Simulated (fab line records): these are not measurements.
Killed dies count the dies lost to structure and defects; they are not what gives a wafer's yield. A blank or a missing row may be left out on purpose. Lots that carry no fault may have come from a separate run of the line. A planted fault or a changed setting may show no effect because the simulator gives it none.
What tool caused it? || flow n5_finfet || Sampling: 10 lots, 27 wafers, 5 of 1938 route steps

## WHAT THE GAUGES READ, wafer by wafer
N5_BEOL_M2_CD_MEAS_18: pitch 36 nm, target cd 18 nm. Usual: cd_nm 18.0 nm, standard deviation 0.33.
{"lot": "L266", "measured": "day 6 20:03", "on": "cd_sem-02", "cd_nm (nm)": "18.2 17.8 17.7", "flag": ""}
{"lot": "L269", "measured": "day 7 02:58", "on": "cd_sem-01", "cd_nm (nm)": "17.5 17.6 17.8", "flag": ""}
{"lot": "L272", "measured": "day 8 02:38", "on": "cd_sem-01", "cd_nm (nm)": "18.0 17.6", "flag": ""}
{"lot": "L275", "measured": "day 8 21:02", "on": "cd_sem-02", "cd_nm (nm)": "17.7 17.7", "flag": ""}
{"lot": "L277", "measured": "day 9 07:00", "on": "cd_sem-03", "cd_nm (nm)": "17.7 17.8", "flag": ""}
{"lot": "L280", "measured": "day 10 00:15", "on": "cd_sem-03", "cd_nm (nm)": "18.2 18.2 18.1", "flag": ""}
{"lot": "L282", "measured": "day 10 09:02", "on": "cd_sem-03", "cd_nm (nm)": "18.5 18.7 18.2", "flag": ""}
{"lot": "L285", "measured": "day 11 08:35", "on": "cd_sem-03", "cd_nm (nm)": "18.0 18.5 18.6", "flag": ""}
{"lot": "L268", "measured": "day 11 13:24", "on": "cd_sem-01", "cd_nm (nm)": "18.5 18.0 18.5", "flag": ""}
{"lot": "L288", "measured": "day 12 18:50", "on": "cd_sem-03", "cd_nm (nm)": "18.4 18.7 18.1", "flag": ""}

N5_BEOL_M2_OVL_MEAS_29. Usual: V1_OVL -0.1 nm, standard deviation 0.59.
{"lot": "L266", "measured": "day 6 20:31", "on": "overlay-02", "V1_OVL (nm)": "-0.7 0.1 0.0", "flag": ""}
{"lot": "L269", "measured": "day 7 03:26", "on": "overlay-02", "V1_OVL (nm)": "-1.7 -1.2 0.2", "flag": ""}
{"lot": "L272", "measured": "day 8 03:00", "on": "overlay-02", "V1_OVL (nm)": "-0.4 -0.6", "flag": ""}
{"lot": "L275", "measured": "day 8 21:31", "on": "overlay-01", "V1_OVL (nm)": "-0.6 0.4", "flag": ""}
{"lot": "L277", "measured": "day 9 07:29", "on": "overlay-02", "V1_OVL (nm)": "-0.6 0.2", "flag": ""}
{"lot": "L280", "measured": "day 10 00:43", "on": "overlay-01", "V1_OVL (nm)": "0.8 0.1 0.1", "flag": ""}
{"lot": "L282", "measured": "day 10 09:23", "on": "overlay-02", "V1_OVL (nm)": "0.0 0.4 -0.2", "flag": ""}
{"lot": "L285", "measured": "day 11 09:04", "on": "overlay-02", "V1_OVL (nm)": "-1.0 -0.7 0.4", "flag": ""}
{"lot": "L268", "measured": "day 11 13:53", "on": "overlay-01", "V1_OVL (nm)": "-0.1 0.8 0.3", "flag": ""}
{"lot": "L288", "measured": "day 12 19:22", "on": "overlay-02", "V1_OVL (nm)": "0.4 -1.0 -0.1", "flag": ""}

N5_BEOL_M4_RC_MEAS_101. Usual: DIBL_N 36.1 mV/V, standard deviation 1.6; DIBL_P 35.7 mV/V, standard deviation 1.8; IOFF_N 0.159 nA/um, standard deviation 0.027; IOFF_P 0.21 nA/um, standard deviation 0.03; ION_N 673 uA/um, standard deviation 10; ION_P 462 uA/um, standard deviation 7.4; SS_N 71.4 mV/dec, standard deviation 0.56; SS_P 73.2 mV/dec, standard deviation 0.61; VT_N 249.7 mV, standard deviation 3; VT_P -250 mV, standard deviation 3.1.
{"lot": "L266", "measured": "day 7 22:14", "on": "prober-01", "DIBL_N (mV/V)": "33.2 34.0 32.9", "DIBL_P (mV/V)": "33.2 35.0 32.9", "IOFF_N (nA/um)": "0.118 0.134 0.122", "IOFF_P (nA/um)": "0.19 0.22 0.19", "ION_N (uA/um)": "664 661 661", "ION_P (uA/um)": "460 466 459", "SS_N (mV/dec)": "70.7 71.5 71.3", "SS_P (mV/dec)": "72.6 73.1 72.2", "VT_N (mV)": "253.6 251.4 250.9", "VT_P (mV)": "-248 -249 -250", "flag": ""}
{"lot": "L269", "measured": "day 8 15:06", "on": "prober-02", "DIBL_N (mV/V)": "33.5 35.2 37.1", "DIBL_P (mV/V)": "30.8 33.0 34.6", "IOFF_N (nA/um)": "0.133 0.156 0.187", "IOFF_P (nA/um)": "0.20 0.23 0.26", "ION_N (uA/um)": "683 686 677", "ION_P (uA/um)": "480 476 471", "SS_N (mV/dec)": "70.9 70.7 72.3", "SS_P (mV/dec)": "72.1 72.6 73.4", "VT_N (mV)": "249.5 249.5 245.7", "VT_P (mV)": "-248 -246 -244", "flag": ""}
{"lot": "L272", "measured": "day 9 07:05", "on": "prober-02", "DIBL_N (mV/V)": "36.4 36.9", "DIBL_P (mV/V)": "36.8 38.2", "IOFF_N (nA/um)": "0.164 0.171", "IOFF_P (nA/um)": "0.18 0.22", "ION_N (uA/um)": "676 683", "ION_P (uA/um)": "449 455", "SS_N (mV/dec)": "72.0 72.6", "SS_P (mV/dec)": "73.6 73.5", "VT_N (mV)": "250.7 250.2", "VT_P (mV)": "-252 -252", "flag": ""}
{"lot": "L275", "measured": "day 10 05:02", "on": "prober-02", "DIBL_N (mV/V)": "35.5 36.9", "DIBL_P (mV/V)": "35.5 36.3", "IOFF_N (nA/um)": "0.153 0.187", "IOFF_P (nA/um)": "0.19 0.21", "ION_N (uA/um)": "673 679", "ION_P (uA/um)": "463 455", "SS_N (mV/dec)": "71.5 71.9", "SS_P (mV/dec)": "73.1 73.8", "VT_N (mV)": "250.3 249.4", "VT_P (mV)": "-252 -249", "flag": ""}
{"lot": "L277", "measured": "day 10 17:48", "on": "prober-02", "DIBL_N (mV/V)": "35.1 37.0", "DIBL_P (mV/V)": "35.4 37.4", "IOFF_N (nA/um)": "0.149 0.190", "IOFF_P (nA/um)": "0.19 0.23", "ION_N (uA/um)": "673 678", "ION_P (uA/um)": "459 464", "SS_N (mV/dec)": "71.8 71.6", "SS_P (mV/dec)": "72.8 73.9", "VT_N (mV)": "249.9 246.2", "VT_P (mV)": "-251 -249", "flag": ""}
{"lot": "L280", "measured": "day 11 12:26", "on": "prober-02", "DIBL_N (mV/V)": "35.3 33.6 34.6", "DIBL_P (mV/V)": "35.3 33.2 35.1", "IOFF_N (nA/um)": "0.144 0.117 0.140", "IOFF_P (nA/um)": "0.19 0.18 0.19", "ION_N (uA/um)": "664 641 662", "ION_P (uA/um)": "458 453 454", "SS_N (mV/dec)": "70.8 71.1 71.1", "SS_P (mV/dec)": "73.9 72.3 74.0", "VT_N (mV)": "253.9 256.6 250.2", "VT_P (mV)": "-252 -251 -251", "flag": ""}
{"lot": "L282", "measured": "day 11 15:35", "on": "prober-02", "DIBL_N (mV/V)": "36.1 35.4 37.2", "DIBL_P (mV/V)": "36.2 35.9 38.5", "IOFF_N (nA/um)": "0.161 0.151 0.198", "IOFF_P (nA/um)": "0.22 0.22 0.26", "ION_N (uA/um)": "682 681 694", "ION_P (uA/um)": "473 466 471", "SS_N (mV/dec)": "72.0 71.7 71.3", "SS_P (mV/dec)": "72.8 73.7 72.9", "VT_N (mV)": "248.9 250.4 244.0", "VT_P (mV)": "-245 -246 -246", "flag": ""}
{"lot": "L285", "measured": "day 12 18:56", "on": "prober-02", "DIBL_N (mV/V)": "37.5 34.7 36.6", "DIBL_P (mV/V)": "34.8 31.6 34.2", "IOFF_N (nA/um)": "0.156 0.118 0.154", "IOFF_P (nA/um)": "0.19 0.15 0.19", "ION_N (uA/um)": "660 643 677", "ION_P (uA/um)": "450 447 460", "SS_N (mV/dec)": "71.6 71.4 70.9", "SS_P (mV/dec)": "73.1 72.4 73.1", "VT_N (mV)": "251.8 254.1 250.6", "VT_P (mV)": "-251 -255 -256", "flag": ""}
{"lot": "L268", "measured": "day 13 19:43", "on": "prober-02", "DIBL_N (mV/V)": "35.2 34.6 35.8", "DIBL_P (mV/V)": "36.1 35.4 36.3", "IOFF_N (nA/um)": "0.172 0.143 0.170", "IOFF_P (nA/um)": "0.23 0.23 0.24", "ION_N (uA/um)": "691 664 680", "ION_P (uA/um)": "479 471 468", "SS_N (mV/dec)": "71.9 71.3 71.6", "SS_P (mV/dec)": "73.7 73.3 74.1", "VT_N (mV)": "247.3 251.2 250.4", "VT_P (mV)": "-247 -246 -246", "flag": ""}
{"lot": "L288", "measured": "day 15 05:43", "on": "prober-01", "DIBL_N (mV/V)": "35.2 34.7 36.7", "DIBL_P (mV/V)": "34.8 33.7 36.9", "IOFF_N (nA/um)": "0.156 0.139 0.201", "IOFF_P (nA/um)": "0.22 0.20 0.26", "ION_N (uA/um)": "662 670 694", "ION_P (uA/um)": "460 468 482", "SS_N (mV/dec)": "71.1 70.9 71.0", "SS_P (mV/dec)": "73.1 72.1 73.1", "VT_N (mV)": "247.2 251.6 243.3", "VT_P (mV)": "-244 -245 -242", "flag": ""}

## TOOL THAT RAN EACH LOT (tool first, then ch and the chambers of the sampled wafers, then the start)
{"lot": "L266", "N5_BEOL_M2_ETCH_64": "rie_diel-06 ch 0,3, day 6 19:36", "N5_BEOL_M2_ALD_98": "ald_sin-01 ch 1,2, day 6 20:50"}
{"lot": "L269", "N5_BEOL_M2_ETCH_64": "rie_diel-06 ch 1,3, day 7 02:27", "N5_BEOL_M2_ALD_98": "ald_sin-01 ch 0,2,3, day 7 04:26"}
{"lot": "L272", "N5_BEOL_M2_ETCH_64": "rie_diel-06 ch 2,3, day 8 02:09", "N5_BEOL_M2_ALD_98": "ald_sin-01 ch 0,2, day 8 03:13"}
{"lot": "L275", "N5_BEOL_M2_ETCH_64": "rie_diel-01 ch 1,2, day 8 20:38", "N5_BEOL_M2_ALD_98": "ald_sin-01 ch 3, day 8 22:07"}
{"lot": "L277", "N5_BEOL_M2_ETCH_64": "rie_diel-03 ch 2,3, day 9 06:38", "N5_BEOL_M2_ALD_98": "ald_sin-01 ch 0,3, day 9 07:41"}
{"lot": "L280", "N5_BEOL_M2_ETCH_64": "rie_diel-03 ch 0,1,3, day 9 23:45", "N5_BEOL_M2_ALD_98": "ald_sin-02 ch 2,3, day 10 01:34"}
{"lot": "L282", "N5_BEOL_M2_ETCH_64": "rie_diel-06 ch 0,1,2, day 10 08:40", "N5_BEOL_M2_ALD_98": "ald_sin-03 ch 2,3, day 10 09:37"}
{"lot": "L285", "N5_BEOL_M2_ETCH_64": "rie_diel-06 ch 0,2,3, day 11 08:11", "N5_BEOL_M2_ALD_98": "ald_sin-01 ch 0,1, day 11 10:02"}
{"lot": "L268", "N5_BEOL_M2_ETCH_64": "rie_diel-03 ch 0,3, day 11 13:02", "N5_BEOL_M2_ALD_98": "ald_sin-02 ch 0,1,2, day 11 14:08"}
{"lot": "L288", "N5_BEOL_M2_ETCH_64": "rie_diel-06 ch 0,1,2, day 12 18:29", "N5_BEOL_M2_ALD_98": "ald_sin-01 ch 1,2,3, day 12 19:44"}
- N5_BEOL_M2_ETCH_64: etches SOC in N2/H2, target depth 75 nm, overetch 22.5 nm, time 121.9 s.
- N5_BEOL_M2_ALD_98: deposits SiO2, target thk 2.5 nm, pulse time 1 s, co reactant pulse time 1 s.

## WHAT THE TOOLS THEMSELVES READ (means of the sampled wafers that have a number; where no wafer has one, the mark that the record gives instead)
N5_BEOL_M2_ETCH_64. Usual: drypump_motor_current_A 5.60 A, standard deviation 0.29; oes_product_au 0.59 a.u., standard deviation 0.057; rf_vpp_V 524.7 V, standard deviation 2.1; showerhead_plenum_p_Torr 2.58 Torr, standard deviation 0.073; throttle_valve_pct 17.9 %, standard deviation 0.3.
{"lot": "L266", "tool": "rie_diel-06", "drypump_motor_current_A (A)": 5.41, "oes_product_au (a.u.)": 0.58, "rf_vpp_V (V)": 524.4, "showerhead_plenum_p_Torr (Torr)": 2.59, "throttle_valve_pct (%)": 18.1, "flag": ""}
{"lot": "L269", "tool": "rie_diel-06", "drypump_motor_current_A (A)": 5.30, "oes_product_au (a.u.)": 0.55, "rf_vpp_V (V)": 527.0, "showerhead_plenum_p_Torr (Torr)": 2.63, "throttle_valve_pct (%)": 18.3, "flag": ""}
{"lot": "L272", "tool": "rie_diel-06", "drypump_motor_current_A (A)": 5.33, "oes_product_au (a.u.)": 0.59, "rf_vpp_V (V)": 526.6, "showerhead_plenum_p_Torr (Torr)": 2.61, "throttle_valve_pct (%)": 18.1, "flag": ""}
{"lot": "L275", "tool": "rie_diel-01", "drypump_motor_current_A (A)": 5.55, "oes_product_au (a.u.)": 0.55, "rf_vpp_V (V)": 526.4, "showerhead_plenum_p_Torr (Torr)": 2.63, "throttle_valve_pct (%)": 18.2, "flag": ""}
{"lot": "L277", "tool": "rie_diel-03", "drypump_motor_current_A (A)": 5.71, "oes_product_au (a.u.)": 0.55, "rf_vpp_V (V)": 521.8, "showerhead_plenum_p_Torr (Torr)": 2.52, "throttle_valve_pct (%)": 17.9, "flag": ""}
{"lot": "L280", "tool": "rie_diel-03", "drypump_motor_current_A (A)": 5.40, "oes_product_au (a.u.)": 0.61, "rf_vpp_V (V)": 524.7, "showerhead_plenum_p_Torr (Torr)": 2.56, "throttle_valve_pct (%)": 17.7, "flag": ""}
{"lot": "L282", "tool": "rie_diel-06", "drypump_motor_current_A (A)": 5.69, "oes_product_au (a.u.)": 0.59, "rf_vpp_V (V)": 524.0, "showerhead_plenum_p_Torr (Torr)": 2.54, "throttle_valve_pct (%)": 17.8, "flag": ""}
{"lot": "L285", "tool": "rie_diel-06", "drypump_motor_current_A (A)": 5.52, "oes_product_au (a.u.)": 0.58, "rf_vpp_V (V)": 524.5, "showerhead_plenum_p_Torr (Torr)": 2.55, "throttle_valve_pct (%)": 17.9, "flag": ""}
{"lot": "L268", "tool": "rie_diel-03", "drypump_motor_current_A (A)": 5.23, "oes_product_au (a.u.)": 0.58, "rf_vpp_V (V)": 524.0, "showerhead_plenum_p_Torr (Torr)": 2.55, "throttle_valve_pct (%)": 17.9, "flag": ""}
{"lot": "L288", "tool": "rie_diel-06", "drypump_motor_current_A (A)": 5.68, "oes_product_au (a.u.)": 0.66, "rf_vpp_V (V)": 523.2, "showerhead_plenum_p_Torr (Torr)": 2.53, "throttle_valve_pct (%)": 17.7, "flag": ""}

N5_BEOL_M2_ALD_98. Usual: chamber_pressure_Torr 2.000 Torr, standard deviation 0.004; heater_power_w 76 W, standard deviation 6.4; precursor_pulse_height_rel 1.001, standard deviation 0.02.
{"lot": "L266", "tool": "ald_sin-01", "chamber_pressure_Torr (Torr)": 2.000, "heater_power_w (W)": 77, "precursor_pulse_height_rel": 1.015, "flag": ""}
{"lot": "L269", "tool": "ald_sin-01", "chamber_pressure_Torr (Torr)": 2.002, "heater_power_w (W)": 73, "precursor_pulse_height_rel": 1.013, "flag": ""}
{"lot": "L272", "tool": "ald_sin-01", "chamber_pressure_Torr (Torr)": 1.998, "heater_power_w (W)": 70, "precursor_pulse_height_rel": 0.991, "flag": ""}
{"lot": "L275", "tool": "ald_sin-01", "chamber_pressure_Torr (Torr)": 1.998, "heater_power_w (W)": 76, "precursor_pulse_height_rel": 0.975, "flag": ""}
{"lot": "L277", "tool": "ald_sin-01", "chamber_pressure_Torr (Torr)": 2.002, "heater_power_w (W)": 74, "precursor_pulse_height_rel": 1.008, "flag": ""}
{"lot": "L280", "tool": "ald_sin-02", "chamber_pressure_Torr (Torr)": 2.002, "heater_power_w (W)": 78, "precursor_pulse_height_rel": 0.972, "flag": ""}
{"lot": "L282", "tool": "ald_sin-03", "chamber_pressure_Torr (Torr)": 1.999, "heater_power_w (W)": 73, "precursor_pulse_height_rel": 1.000, "flag": ""}
{"lot": "L285", "tool": "ald_sin-01", "chamber_pressure_Torr (Torr)": 1.998, "heater_power_w (W)": 79, "precursor_pulse_height_rel": 0.999, "flag": ""}
{"lot": "L268", "tool": "ald_sin-02", "chamber_pressure_Torr (Torr)": 2.001, "heater_power_w (W)": 83, "precursor_pulse_height_rel": 0.988, "flag": ""}
{"lot": "L288", "tool": "ald_sin-01", "chamber_pressure_Torr (Torr)": 2.004, "heater_power_w (W)": 75, "precursor_pulse_height_rel": 0.999, "flag": ""}

## THE ANSWER, worked out from the rows above alone
Rule: take the mean of a lot's wafers that have a number; if it is more than 3 standard deviations from the usual mean, the lot is off. A lot without any number at a reading at which 4 lots or more have one is off too. Where the step has rows for the other lots, those lots are counted as sound. The gauges are gone through in route order, then the tools' own readings, and for those a lot's mean is taken as printed above. The first step at which some lot is off is used, and at that step the reading that is off furthest; a lot without a number counts as furthest.
Across all readings shown, no lot is off: no conclusion can be drawn from this.

## WHAT WAS PUT IN BY THE SIMULATOR
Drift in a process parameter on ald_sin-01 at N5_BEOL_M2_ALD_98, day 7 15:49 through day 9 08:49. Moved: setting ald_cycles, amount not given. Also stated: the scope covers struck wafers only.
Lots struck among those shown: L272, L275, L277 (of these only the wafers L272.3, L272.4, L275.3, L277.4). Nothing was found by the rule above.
